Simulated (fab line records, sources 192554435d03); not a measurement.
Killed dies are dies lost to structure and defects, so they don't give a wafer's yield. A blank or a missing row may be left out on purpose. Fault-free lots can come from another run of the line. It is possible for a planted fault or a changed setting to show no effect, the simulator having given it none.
Matching of chambers -- flow n5-finfet -- N5_MOL_CONTACT_COAG_ETCH_66 on rie-diel-04: 4 sister chambers
The step etches SiARC in CF4, target depth 13 nm, time 21.7 s. 18 wafers are shown with their chamber, then 9 later ones without.

WAFERS, EACH WITH ITS CHAMBER
wafer,chamber,showerhead-plenum-p-Torr (Torr),etch-rf-on-time-s (s),throttle-valve-pct (%)
L074.4,3,2.27,21.2,15.32
L074.5,0,2.11,22.0,15.88
L074.6,1,2.23,21.7,15.84
L075.2,0,2.11,22.0,15.89
L075.3,3,2.27,21.1,15.33
L075.5,0,2.11,22.2,15.87
L079.1,0,2.11,22.0,15.90
L079.2,1,2.23,21.8,15.87
L079.5,1,2.23,21.6,15.86
L081.3,2,2.15,20.8,15.66
L081.5,0,2.11,21.9,15.91
L081.6,3,2.27,21.0,15.36
L088.1,1,2.22,21.8,15.89
L088.2,3,2.26,21.2,15.41
L088.6,3,2.26,21.3,15.39
L089.1,3,2.26,21.2,15.40
L089.2,1,2.22,22.1,15.90
L089.4,0,2.11,21.5,15.42

SIGNATURES, as means of the wafers listed above
reading,chamber 0,chamber 1,chamber 2,chamber 3,scatter within a chamber
showerhead-plenum-p-Torr,2.1100,2.2260,2.1500,2.2650,0.00439
etch-rf-on-time-s,21.933,21.800,20.800,21.167,0.183
throttle-valve-pct,15.8117,15.8720,15.6600,15.3683,0.118
Rule: for a wafer and a chamber, the distance is found by dividing, reading by reading, the gap between the wafer's reading and the chamber's mean by the reading's scatter, squaring, summing and taking the root. The wafer belongs to the nearest chamber; if the next one is less than 2 further off, it can't be placed. The scatter is the square root of a quotient: the sum, over the shown wafers, of each reading's squared deviation from its chamber's mean, divided by wafers minus chambers.

WAFERS WITH NO CHAMBER GIVEN
wafer,showerhead-plenum-p-Torr (Torr),etch-rf-on-time-s (s),throttle-valve-pct (%)
L091.1,2.22,21.6,15.93
L091.2,2.26,21.3,15.42
L091.3,2.11,21.5,15.44
L095.1,2.10,21.2,15.44
L095.4,2.15,21.2,15.72
L095.5,2.10,21.2,15.45
L096.1,2.15,21.1,15.71
L096.2,2.21,21.8,15.95
L096.5,2.21,21.9,15.96

WHICH CHAMBER EACH ONE RAN IN
wafer,from the rows above,in truth
L091.1,1,1
L091.2,3,3
L091.3,0,0
L095.1,0,0
L095.4,2,2
L095.5,0,0
L096.1,2,2
L096.2,1,1
L096.5,1,1
9 of 9 placed correctly. From these rows, 0 cannot be placed. Wrongly placed: 0.
